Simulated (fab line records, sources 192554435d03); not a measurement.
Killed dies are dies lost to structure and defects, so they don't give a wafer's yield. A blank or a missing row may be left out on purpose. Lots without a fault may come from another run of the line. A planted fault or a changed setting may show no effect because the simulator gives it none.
fab line records | flow n5_finfet
record lots=24 wafers=72 last_day=17
route steps=1938 shown BEOL_M2@912 BEOL_M3@931
lots that met no fault: from a run of the same line without faults
start_h: hours from the record's first day to the start of the lot's first wafer shown | wait_h: hours since the lot's step before | " the same as in the row above | L1.1+2: a row that stands for several wafers | - no value, or no start given | * or withheld: withheld | < > ~ a bound
route shown NAME@n: a module of which the file shows steps, and the number in the route of the first | usual: mean/standard deviation of fault-free wafers | same: alike in all rows | chamber/n: place in a boat | sites: the reading at each site | _std_site: their standard deviation | _edge_site: outer sites' mean less inner sites' | radius_mm: how far each site lies from the wafer's centre | mask NAME#n: copy n | behind: the tool/chamber that last shaped the wafer | hold: why the lot was held/for how many hours/how that ended | device: the transistor (n, p or np) that didn't switch | end of line: the same wafers' tests at the end of the route | a step without rows: its recipe alone | killed: dies lost to structure and defects at the first sort, not the wafer's yield | map: a wafer's dies, x killed, . not, _ none there
set.NAME: the setting as run; set.NAME@STEP: as run at that earlier step | model.NAME: the simulator's own value behind a step, which no gauge read
steps of the route over a sample of lots; a table a step, a row a wafer
services: from which hour (start_h, from the record's first day; less than 0 if before it) a tool's chamber was out of use, for how many hours, and why
## steps
# step N5_BEOL_M2_SPUTTER_88
# recipe material=Cu target_thk_a=45 temp_c=-20 chamber_pressure_pa=0.07 power_w=withheld time_s=8.29
# usual chamber_pressure_pa=0.07001/0.00014 throttle_valve_pct=29.7/0.88
# columns lot.wafer tool chamber start_h wait_h chamber_pressure_pa throttle_valve_pct
L074.1 pvd_sputter-01 - 142.30 0.1 0.07003 28.1
L074.4 " - " " 0.07024 29.7
L074.6 " - " " 0.07006 29.9
L075.1 pvd_sputter-02 - 145.82 0.1 0.07 29.2
L075.4 " - " " 0.06997 30.6
L075.6 " - " " 0.06997 31.0
L076.2 pvd_sputter-01 - 145.94 0.1 0.07038 29.7
L076.3 " - " " 0.06994 29.5
L076.4 " - " " 0.06983 28.1
L077.2 pvd_sputter-02 - 155.66 0.1 0.07 29.3
L077.3 " - " " 0.06989 29.6
L077.5 " - " " 0.06985 29.6
L078.1 pvd_sputter-02 - 164.74 0.1 0.06993 30.2
L078.2 " - " " 0.07011 31.2
L078.3 " - " " 0.0701 30.0
L079.3 pvd_sputter-03 - 169.92 0.1 0.07019 29.6
L079.4 " - " " 0.06986 29.5
L079.5 " - " " 0.07001 29.0
L080.2 pvd_sputter-03 - 174.76 0.1 0.07007 31.4
L080.3 " - " " 0.06989 29.1
L080.6 " - " " 0.07009 28.9
L081.2 pvd_sputter-01 - 184.13 0.1 0.06977 27.9
L081.3 " - " " 0.07004 29.8
L081.4 " - " " 0.0701 30.0
L082.1 pvd_sputter-03 - 185.61 0.1 0.0698 29.3
L082.4 " - " " 0.0701 31.6
L082.5 " - " " 0.06993 28.5
L083.1 pvd_sputter-01 - 190.28 0.1 0.07025 29.4
L083.5 " - " " 0.07024 29.2
L083.6 " - " " 0.06982 30.0
L084.1 pvd_sputter-03 - 199.02 0.1 0.06986 31.4
L084.2 " - " " 0.07003 28.6
L084.4 " - " " 0.07 29.1
L086.1 pvd_sputter-01 - 221.09 0.1 0.06988 29.7
L086.2 " - " " 0.06999 29.4
L086.4 " - " " 0.06989 27.9
L085.3 pvd_sputter-02 - 221.64 0.1 0.07002 31.2
L085.4 " - " " 0.07 30.2
L085.5 " - " " 0.06996 30.1
L087.2 pvd_sputter-02 - 224.76 0.1 0.06989 31.3
L087.4 " - " " 0.07024 30.1
L087.5 " - " " 0.07025 31.0
L088.3 pvd_sputter-03 - 227.00 0.1 0.07009 29.1
L088.4 " - " " 0.07012 28.7
L088.5 " - " " 0.07011 28.6
L089.1 pvd_sputter-03 - 229.74 0.1 0.07014 29.1
L089.2 " - " " 0.06995 31.5
L089.6 " - " " 0.07004 31.5
L090.1 pvd_sputter-03 - 235.32 0.1 0.06984 31.7
L090.4 " - " " 0.07004 28.7
L090.5 " - " " 0.06994 31.6
L091.3 pvd_sputter-02 - 236.73 0.1 0.07008 30.1
L091.4 " - " " 0.06991 29.5
L091.5 " - " " 0.07008 30.4
L092.1 pvd_sputter-02 - 243.14 0.1 0.06997 29.5
L092.2 " - " " 0.06997 29.1
L092.5 " - " " 0.07005 29.4
L093.3 pvd_sputter-01 - 262.37 0.1 0.0701 30.1
L093.4 " - " " 0.07017 29.3
L093.6 " - " " 0.07011 29.5
L094.1 pvd_sputter-01 - 265.75 0.1 0.06983 29.8
L094.4 " - " " 0.07005 29.5
L094.5 " - " " 0.06997 29.5
L095.1 pvd_sputter-01 - 268.77 0.1 0.07007 28.3
L095.4 " - " " 0.07019 29.3
L095.6 " - " " 0.06983 29.5
L096.3 pvd_sputter-01 - 273.59 0.1 0.06989 29.9
L096.5 " - " " 0.07006 29.7
L096.6 " - " " 0.07002 29.5
L097.1 pvd_sputter-03 - 279.76 0.1 0.07027 29.0
L097.2 " - " " 0.06993 29.0
L097.5 " - " " 0.07017 28.9
# step N5_BEOL_M2_SPUTTER_90
# recipe material=Cu target_thk_a=45 temp_c=-20 chamber_pressure_pa=0.07 power_w=withheld time_s=8.29
# usual chamber_pressure_pa=0.07/0.00014 throttle_valve_pct=29.7/0.87
# columns lot.wafer tool chamber start_h wait_h chamber_pressure_pa throttle_valve_pct
L074.1 pvd_sputter-01 - 142.52 0.1 0.06962 27.9
L074.4 " - " " 0.06999 29.6
L074.6 " - " " 0.06978 29.6
L075.1 pvd_sputter-02 - 146.04 0.1 0.07002 29.4
L075.4 " - " " 0.07013 30.5
L075.6 " - " " 0.07006 31.0
L076.2 pvd_sputter-01 - 146.16 0.1 0.06977 29.8
L076.3 " - " " 0.06998 29.2
L076.4 " - " " 0.07017 28.3
L077.2 pvd_sputter-02 - 155.88 0.1 0.0702 29.1
L077.3 " - " " 0.0701 29.7
L077.5 " - " " 0.07003 29.4
L078.1 pvd_sputter-02 - 164.96 0.1 0.06973 30.4
L078.2 " - " " 0.07012 31.2
L078.3 " - " " 0.06985 29.8
L079.3 pvd_sputter-03 - 170.14 0.1 0.07002 29.5
L079.4 " - " " 0.07005 29.4
L079.5 " - " " 0.06996 29.0
L080.2 pvd_sputter-03 - 174.98 0.1 0.06998 31.4
L080.3 " - " " 0.07001 29.2
L080.6 " - " " 0.06993 28.7
L081.2 pvd_sputter-01 - 184.35 0.1 0.0699 28.2
L081.3 " - " " 0.06995 29.3
L081.4 " - " " 0.06995 30.1
L082.1 pvd_sputter-03 - 185.83 0.1 0.06973 29.1
L082.4 " - " " 0.07015 31.5
L082.5 " - " " 0.06999 28.9
L083.1 pvd_sputter-01 - 190.50 0.1 0.06996 29.6
L083.5 " - " " 0.06998 29.5
L083.6 " - " " 0.0699 30.7
L084.1 pvd_sputter-03 - 199.24 0.1 0.07011 31.4
L084.2 " - " " 0.07019 29.0
L084.4 " - " " 0.06982 29.2
L086.1 pvd_sputter-01 - 221.31 0.1 0.0697 30.1
L086.2 " - " " 0.06996 29.5
L086.4 " - " " 0.07008 28.2
L085.3 pvd_sputter-02 - 221.86 0.1 0.07005 30.7
L085.4 " - " " 0.07011 29.8
L085.5 " - " " 0.07004 30.4
L087.2 pvd_sputter-02 - 224.98 0.1 0.07004 31.2
L087.4 " - " " 0.07001 30.3
L087.5 " - " " 0.07014 31.2
L088.3 pvd_sputter-03 - 227.22 0.1 0.0702 29.0
L088.4 " - " " 0.07014 28.9
L088.5 " - " " 0.07007 28.7
L089.1 pvd_sputter-03 - 229.96 0.1 0.07021 29.1
L089.2 " - " " 0.06993 31.5
L089.6 " - " " 0.06991 31.6
L090.1 pvd_sputter-03 - 235.54 0.1 0.07021 31.3
L090.4 " - " " 0.07002 28.6
L090.5 " - " " 0.07023 31.6
L091.3 pvd_sputter-02 - 236.95 0.1 0.06993 30.3
L091.4 " - " " 0.07028 29.3
L091.5 " - " " 0.06985 30.4
L092.1 pvd_sputter-02 - 243.36 0.1 0.06987 29.9
L092.2 " - " " 0.06989 29.3
L092.5 " - " " 0.07018 29.1
L093.3 pvd_sputter-01 - 262.59 0.1 0.06997 30.0
L093.4 " - " " 0.06979 29.4
L093.6 " - " " 0.06997 29.4
L094.1 pvd_sputter-01 - 265.97 0.1 0.07013 30.0
L094.4 " - " " 0.06995 29.1
L094.5 " - " " 0.07 29.8
L095.1 pvd_sputter-01 - 268.99 0.1 0.07025 28.4
L095.4 " - " " 0.06988 29.2
L095.6 " - " " 0.06993 29.5
L096.3 pvd_sputter-01 - 273.81 0.1 0.07001 30.1
L096.5 " - " " 0.06987 29.7
L096.6 " - " " 0.07004 29.4
L097.1 pvd_sputter-03 - 279.98 0.1 0.06972 29.0
L097.2 " - " " 0.07001 29.1
L097.5 " - " " 0.06973 28.5
# step N5_BEOL_M3_ILD_DEP_00
# recipe material=SiOC target_thk_a=790 temp_c=350 precursor=DEMS/O2 pressure_torr=5 rf_w=500 time_s=15.3
# usual heater_power_w=483/63 showerhead_plenum_p_Torr=5.693/0.013 throttle_valve_pct=11.8/0.42
# columns lot.wafer tool chamber start_h wait_h heater_power_w showerhead_plenum_p_Torr throttle_valve_pct
L074.1 pecvd-04 0 144.29 0.0 424 5.667 12.2
L074.4 " 0 " " 410 5.687 12.2
L074.6 " 2 " " 518 5.691 11.2
L075.1 pecvd-04 0 147.81 0.0 448 5.674 11.8
L075.4 " 2 " " 607 5.702 11.2
L075.6 " 1 " " 438 5.706 11.5
L076.2 pecvd-04 0 147.93 0.0 414 5.669 12.1
L076.3 " 1 " " 425 5.714 11.6
L076.4 " 2 " " 588 5.696 10.8
L077.2 pecvd-01 1 157.68 0.0 514 5.689 12.4
L077.3 " 0 " " 413 5.686 11.9
L077.5 " 2 " " 460 5.713 11.5
L078.1 pecvd-04 0 166.84 0.0 373 5.672 12.2
L078.2 " 1 " " 441 5.708 11.8
L078.3 " 2 " " 547 5.689 11.4
L079.3 pecvd-04 2 172.00 0.0 597 5.703 11.1
L079.4 " 1 " " 482 5.721 11.9
L079.5 " 0 " " 452 5.678 11.9
L080.2 pecvd-04 1 176.75 0.0 486 5.705 11.3
L080.3 " 2 " " 591 5.694 11.3
L080.6 " 2 " " 607 5.691 11.2
L081.2 pecvd-02 1 186.16 0.0 476 5.690 12.4
L081.3 " 0 " " 488 5.693 11.2
L081.4 " 0 " " 491 5.700 11.1
L082.1 pecvd-02 2 187.60 0.0 440 5.698 12.0
L082.4 " 2 " " 454 5.692 11.9
L082.5 " 1 " " 480 5.700 12.3
L083.1 pecvd-01 2 192.33 0.0 457 5.681 11.7
L083.5 " 0 " " 361 5.682 11.9
L083.6 " 2 " " 457 5.699 11.8
L084.1 pecvd-04 2 201.21 0.0 520 5.688 11.2
L084.2 " 1 " " 446 5.709 11.7
L084.4 " 1 " " 440 5.705 11.5
L086.1 pecvd-04 0 223.08 0.0 391 5.692 12.0
L086.2 " 1 " " 420 5.718 12.0
L086.4 " 1 " " 417 5.699 11.5
L085.3 pecvd-02 0 223.67 0.1 555 5.709 11.1
L085.4 " 0 " " 560 5.685 11.0
L085.5 " 0 " " 554 5.696 11.1
L087.2 pecvd-01 2 226.76 0.0 479 5.703 11.9
L087.4 " 2 " " 487 5.701 11.5
L087.5 " 1 " " 530 5.684 12.3
L088.3 pecvd-02 1 229.01 0.1 503 5.688 12.2
L088.4 " 0 " " 572 5.679 11.3
L088.5 " 0 " " 573 5.685 11.4
L089.1 pecvd-04 2 231.75 0.0 594 5.691 11.6
L089.2 " 1 " " 463 5.717 11.5
L089.6 " 0 " " 413 5.676 11.9
L090.1 pecvd-04 2 237.31 0.0 552 5.685 11.3
L090.4 " 0 " " 426 5.687 12.1
L090.5 " 1 " " 476 5.716 11.7
L091.3 pecvd-01 1 238.88 0.0 527 5.672 12.3
L091.4 " 1 " " 566 5.678 12.3
L091.5 " 0 " " 413 5.686 11.9
L092.1 pecvd-04 0 245.38 0.0 369 5.664 12.2
L092.2 " 2 " " 491 5.713 11.8
L092.5 " 2 " " 499 5.692 11.6
L093.3 pecvd-02 0 264.50 0.0 508 5.697 11.4
L093.4 " 2 " " 488 5.685 11.5
L093.6 " 0 " " 522 5.686 11.8
L094.1 pecvd-02 2 267.79 0.0 451 5.696 11.6
L094.4 " 1 " " 462 5.692 12.5
L094.5 " 0 " " 522 5.689 11.2
L095.1 pecvd-02 2 270.78 0.0 530 5.689 11.3
L095.4 " 2 " " 510 5.693 11.4
L095.6 " 0 " " 549 5.688 11.3
L096.3 pecvd-01 1 275.62 0.1 555 5.700 12.6
L096.5 " 2 " " 483 5.702 11.8
L096.6 " 1 " " 553 5.688 12.5
L097.1 pecvd-01 2 281.76 0.0 416 5.694 11.5
L097.2 " 1 " " 570 5.677 12.4
L097.5 " 1 " " 591 5.679 12.5
# step N5_BEOL_M3_THK_MEAS_01
# recipe reads=SiOC_of_BEOL_M3_ILD_DEP_00
# usual M3_ILD_THK=78.9/0.91
# columns lot.wafer tool chamber start_h wait_h M3_ILD_THK[nm]
L074.1 film_metro-02 - 144.36 0.0 78.0
L074.4 " - " " 79.1
L074.6 " - " " 78.2
L075.1 film_metro-02 - 147.88 0.0 78.6
L075.4 " - " " 79.7
L075.6 " - " " 80.8
L076.2 film_metro-02 - 148.00 0.1 79.2
L076.3 " - " " 77.8
L076.4 " - " " 79.3
L077.2 film_metro-01 - 157.75 0.1 78.1
L077.3 " - " " 77.5
L077.5 " - " " 78.3
L078.1 film_metro-01 - 166.91 0.0 77.8
L078.2 " - " " 78.0
L078.3 " - " " 77.2
L079.3 film_metro-01 - 172.06 0.1 76.5
L079.4 " - " " 79.9
L079.5 " - " " 80.1
L080.2 film_metro-02 - 176.81 0.1 78.2
L080.3 " - " " 78.6
L080.6 " - " " 78.8
L081.2 film_metro-01 - 186.23 0.1 78.1
L081.3 " - " " 78.3
L081.4 " - " " 79.9
L082.1 film_metro-02 - 187.66 0.0 78.2
L082.4 " - " " 79.5
L082.5 " - " " 79.7
L083.1 film_metro-01 - 192.39 0.0 78.4
L083.5 " - " " 79.8
L083.6 " - " " 79.4
L084.1 film_metro-02 - 201.27 0.0 77.9
L084.2 " - " " 78.6
L084.4 " - " " 79.4
L086.1 film_metro-01 - 223.16 0.1 78.7
L086.2 " - " " 78.4
L086.4 " - " " 79.0
L085.3 film_metro-01 - 223.77 0.1 79.0
L085.4 " - " " 78.8
L085.5 " - " " 79.0
L087.2 film_metro-01 - 226.83 0.1 77.7
L087.4 " - " " 79.3
L087.5 " - " " 78.9
L088.3 film_metro-02 - 229.08 0.1 80.0
L088.4 " - " " 79.4
L088.5 " - " " 80.6
L089.1 film_metro-01 - 231.81 0.0 78.5
L089.2 " - " " 77.5
L089.6 " - " " 79.7
L090.1 film_metro-02 - 237.37 0.0 77.1
L090.4 " - " " 78.3
L090.5 " - " " 78.0
L091.3 film_metro-01 - 238.95 0.1 79.1
L091.4 " - " " 80.4
L091.5 " - " " 79.7
L092.1 film_metro-01 - 245.45 0.0 79.0
L092.2 " - " " 79.0
L092.5 " - " " 79.3
L093.3 film_metro-01 - 264.57 0.1 77.5
L093.4 " - " " 78.4
L093.6 " - " " 78.9
L094.1 film_metro-01 - 267.85 0.0 77.5
L094.4 " - " " 78.9
L094.5 " - " " 79.0
L095.1 film_metro-02 - 270.85 0.0 79.6
L095.4 " - " " 81.8
L095.6 " - " " 80.7
L096.3 film_metro-02 - 275.69 0.1 79.6
L096.5 " - " " 79.2
L096.6 " - " " 79.2
L097.1 film_metro-02 - 281.85 0.1 78.2
L097.2 " - " " 78.8
L097.5 " - " " 80.0
# step N5_BEOL_M3_ETCH_64
# recipe chemistry=N2/H2 target=SOC target_depth_a=750 overetch_a=150 mask_material=SiARC temp_c=40 time_s=112.5 ion_energy_ev=200 pressure_mtorr=30 source_w=840 bias_w=150 n2_flow_sccm=200 h2_flow_sccm=200
# usual drypump_motor_current_A=5.9/0.47 oes_product_au=0.62/0.065 rf_vpp_V=525.4/2 showerhead_plenum_p_Torr=2.59/0.063 throttle_valve_pct=17.76/0.2
# columns lot.wafer tool chamber start_h wait_h drypump_motor_current_A oes_product_au rf_hours_counter_h rf_vpp_V showerhead_plenum_p_Torr throttle_valve_pct
L074.1 rie_diel-03 3 145.12 0.0 6.0 0.57 169 526.6 2.64 18.03
L074.4 " 1 " " 6.1 0.59 160 526.2 2.65 17.87
L074.6 " 2 " " 4.8 0.75 - 523.2 2.50 17.48
L075.1 rie_diel-01 2 149.32 0.0 5.7 0.58 187 525.2 2.64 17.58
L075.4 " 0 " " 5.8 0.72 16 525.1 2.59 17.70
L075.6 " 2 " " 5.7 0.57 - 525.5 2.64 17.57
L076.2 rie_diel-03 1 149.49 0.0 6.1 0.59 161 526.0 2.65 17.86
L076.3 " 0 " " 6.7 0.61 112 524.2 2.56 17.97
L076.4 " 3 " " 5.9 0.57 171 527.3 2.64 18.02
L077.2 rie_diel-03 0 161.94 0.0 6.8 0.61 115 523.3 2.56 17.98
L077.3 " 3 " " 5.9 0.57 174 527.9 2.64 18.03
L077.5 " 2 " " 4.9 0.73 - 522.9 2.50 17.46
L078.1 rie_diel-03 0 168.11 0.0 6.7 0.61 117 524.4 2.56 17.99
L078.2 " 3 " " 5.9 0.57 176 526.5 2.64 18.03
L078.3 " 2 " " 4.9 0.72 8 523.1 2.50 17.49
L079.3 rie_diel-02 1 174.50 0.0 5.8 0.60 153 523.9 2.54 17.56
L079.4 " 3 " " 5.6 0.79 1 527.9 2.72 17.45
L079.5 " 3 " " 5.6 0.79 - 529.3 2.72 17.45
L080.2 rie_diel-03 3 178.95 0.0 5.9 0.57 178 526.0 2.64 18.04
L080.3 " 1 " " 6.1 0.59 169 528.0 2.65 17.88
L080.6 " 0 " " 6.7 0.61 - 524.0 2.56 17.99
L081.2 rie_diel-02 2 187.77 0.0 6.5 0.57 207 523.5 2.54 18.18
L081.3 " 0 " " 5.0 0.55 230 524.6 2.60 17.86
L081.4 " 1 " " 5.8 0.60 157 522.3 2.54 17.58
L082.1 rie_diel-02 2 188.36 0.0 6.5 0.57 207 523.9 2.54 18.17
L082.4 " 1 " " 5.8 0.60 157 524.5 2.54 17.57
L082.5 " 2 " " 6.5 0.57 - 523.9 2.54 18.17
L083.1 rie_diel-01 2 194.00 0.0 5.7 0.57 200 527.0 2.64 17.59
L083.5 " 2 " " 5.7 0.57 - 526.7 2.64 17.59
L083.6 " 1 " " 5.9 0.67 - 529.0 2.67 17.54
L084.1 rie_diel-01 3 203.35 0.0 6.3 0.58 193 523.4 2.52 17.80
L084.2 " 1 " " 5.9 0.67 53 527.1 2.67 17.56
L084.4 " 2 " " 5.7 0.56 202 525.3 2.64 17.59
L086.1 rie_diel-02 0 224.25 0.0 5.1 0.55 240 526.5 2.59 17.88
L086.2 " 3 " " 5.6 0.74 15 528.3 2.72 17.46
L086.4 " 2 " " 6.5 0.56 219 523.3 2.54 18.19
L085.3 rie_diel-01 0 224.91 0.0 5.8 0.69 35 525.4 2.58 17.74
L085.4 " 2 " " 5.7 0.56 209 525.9 2.63 17.61
L085.5 " 1 " " 5.9 0.67 - 527.1 2.67 17.57
L087.2 rie_diel-01 1 228.95 0.0 5.9 0.67 62 528.1 2.67 17.55
L087.4 " 0 " " 5.8 0.69 36 525.1 2.58 17.72
L087.5 " 3 " " 6.3 0.57 - 523.9 2.52 17.84
L088.3 rie_diel-01 2 231.58 0.0 5.7 0.56 211 526.5 2.63 17.62
L088.4 " 1 " " 5.9 0.66 63 527.4 2.67 17.56
L088.5 " 2 " " 5.7 0.57 - 526.1 2.63 17.61
L089.1 rie_diel-01 1 232.65 0.0 5.9 0.67 63 528.1 2.67 17.56
L089.2 " 2 " " 5.7 0.56 212 526.9 2.63 17.60
L089.6 " 0 " " 5.8 0.70 - 526.3 2.58 17.72
L090.1 rie_diel-01 0 238.82 0.0 5.8 0.69 39 524.6 2.58 17.73
L090.4 " 3 " " 6.4 0.57 205 522.0 2.51 17.84
L090.5 " 1 " " 5.9 0.66 - 527.6 2.67 17.59
L091.3 rie_diel-02 2 241.49 0.0 6.4 0.56 225 522.0 2.54 18.20
L091.4 " 3 " " 5.7 0.73 21 528.6 2.72 17.47
L091.5 " 1 " " 5.8 0.58 - 523.8 2.53 17.59
L092.1 rie_diel-01 2 246.60 0.0 5.7 0.56 216 525.8 2.63 17.61
L092.2 " 0 " " 5.8 0.68 41 523.9 2.58 17.75
L092.5 " 3 " " 6.4 0.57 - 522.1 2.51 17.83
L093.3 rie_diel-03 0 267.22 0.0 6.7 0.59 146 523.1 2.55 18.04
L093.4 " 3 " " 6.0 0.55 204 527.4 2.63 18.08
L093.6 " 1 " " 6.1 0.57 - 525.6 2.63 17.91
L094.1 rie_diel-01 0 268.70 0.0 5.8 0.67 48 525.4 2.57 17.75
L094.4 " 3 " " 6.3 0.57 215 523.5 2.51 17.85
L094.5 " 0 " " 5.8 0.68 - 525.6 2.57 17.75
L095.1 rie_diel-01 3 275.39 0.0 6.3 0.57 216 523.6 2.51 17.85
L095.4 " 2 " " 5.7 0.55 225 526.8 2.63 17.65
L095.6 " 0 " " 5.8 0.67 - 525.6 2.57 17.75
L096.3 rie_diel-01 0 278.10 0.0 5.8 0.67 51 524.8 2.57 17.77
L096.5 " 2 " " 5.7 0.56 - 525.0 2.63 17.64
L096.6 " 1 " " 5.9 0.65 - 528.3 2.66 17.58
L097.1 rie_diel-03 2 283.64 0.0 4.9 0.66 45 523.4 2.48 17.56
L097.2 " 0 " " 6.7 0.59 150 525.2 2.55 18.04
L097.5 " 1 " " 6.1 0.57 - 526.5 2.63 17.91
# step N5_BEOL_M3_CD_MEAS_18
# recipe pitch_nm=36 target_cd_nm=18
# usual cd_nm=18.0/0.36
# columns lot.wafer tool chamber start_h wait_h cd_nm
L074.1 cd_sem-03 - 145.56 0.0 17.3
L074.4 " - " " 18.0
L074.6 " - " " 18.3
L075.1 cd_sem-01 - 149.71 0.0 17.6
L075.4 " - " " 17.8
L075.6 " - " " 17.6
L076.2 cd_sem-02 - 149.93 0.1 18.1
L076.3 " - " " 17.3
L076.4 " - " " 17.4
L077.2 cd_sem-03 - 162.29 0.1 17.9
L077.3 " - " " 17.9
L077.5 " - " " 17.8
L078.1 cd_sem-02 - 168.46 0.0 17.9
L078.2 " - " " 18.5
L078.3 " - " " 18.3
L079.3 cd_sem-03 - 174.94 0.1 18.1
L079.4 " - " " 17.9
L079.5 " - " " 18.1
L080.2 cd_sem-03 - 179.30 0.1 18.4
L080.3 " - " " 18.1
L080.6 " - " " 17.7
L081.2 cd_sem-03 - 188.13 0.1 17.8
L081.3 " - " " 18.3
L081.4 " - " " 17.6
L082.1 cd_sem-01 - 188.71 0.0 17.8
L082.4 " - " " 18.6
L082.5 " - " " 18.3
L083.1 cd_sem-01 - 194.35 0.0 18.1
L083.5 " - " " 17.4
L083.6 " - " " 17.9
L084.1 cd_sem-02 - 203.70 0.0 18.4
L084.2 " - " " 18.1
L084.4 " - " " 18.1
L086.1 cd_sem-03 - 224.71 0.0 18.4
L086.2 " - " " 18.0
L086.4 " - " " 18.1
L085.3 cd_sem-02 - 225.26 0.1 17.9
L085.4 " - " " 18.0
L085.5 " - " " 17.8
L087.2 cd_sem-03 - 229.31 0.1 18.1
L087.4 " - " " 18.1
L087.5 " - " " 18.3
L088.3 cd_sem-02 - 231.94 0.1 18.5
L088.4 " - " " 17.9
L088.5 " - " " 17.7
L089.1 cd_sem-03 - 233.12 0.0 17.5
L089.2 " - " " 18.0
L089.6 " - " " 18.2
L090.1 cd_sem-03 - 239.17 0.0 18.0
L090.4 " - " " 17.5
L090.5 " - " " 17.7
L091.3 cd_sem-03 - 241.91 0.1 18.2
L091.4 " - " " 18.2
L091.5 " - " " 18.1
L092.1 cd_sem-02 - 247.03 0.0 18.7
L092.2 " - " " 17.7
L092.5 " - " " 17.7
L093.3 cd_sem-01 - 267.57 0.1 18.0
L093.4 " - " " 17.6
L093.6 " - " " 18.4
L094.1 cd_sem-03 - 269.07 0.1 18.1
L094.4 " - " " 17.9
L094.5 " - " " 17.9
L095.1 cd_sem-03 - 275.91 0.0 18.4
L095.4 " - " " 17.9
L095.6 " - " " 18.0
L096.3 cd_sem-01 - 278.51 0.1 17.2
L096.5 " - " " 18.3
L096.6 " - " " 17.0
L097.1 cd_sem-03 - 284.02 0.0 18.3
L097.2 " - " " 17.2
L097.5 " - " " 18.5
## services
# columns tool chamber start_h hours kind
pecvd-04 1 121.37 3.7 repair
rie_diel-02 3 147.89 - clean
rie_diel-02 3 147.89 - consumable_replace:esc
rie_diel-02 3 147.89 - consumable_replace:focus_ring
rie_diel-02 3 147.89 - consumable_replace:showerhead
rie_diel-02 3 147.89 19.6 scheduled_down
pecvd-02 1 153.69 6.7 repair
pvd_sputter-01 - 157.09 9.9 repair
pecvd-01 - 167.15 7.7 repair
rie_diel-03 - 172.67 0.3 repair
rie_diel-03 1 193.13 8.5 repair
pecvd-02 2 202.38 - clean
pecvd-02 2 202.38 - consumable_replace:showerhead
pecvd-02 2 202.38 29.0 scheduled_down
pecvd-02 2 202.38 29.0 vent_cycle
pecvd-04 2 218.71 5.5 scheduled_down
pecvd-02 1 220.64 5.0 repair
rie_diel-03 - 236.51 0.3 repair
rie_diel-02 2 244.08 21.0 repair
pecvd-01 - 246.76 2.8 pm
rie_diel-03 0 253.64 2.0 repair
rie_diel-02 0 254.95 14.4 repair
pecvd-01 0 274.91 19.8 repair
rie_diel-02 3 282.57 1.5 repair
## key
fault none
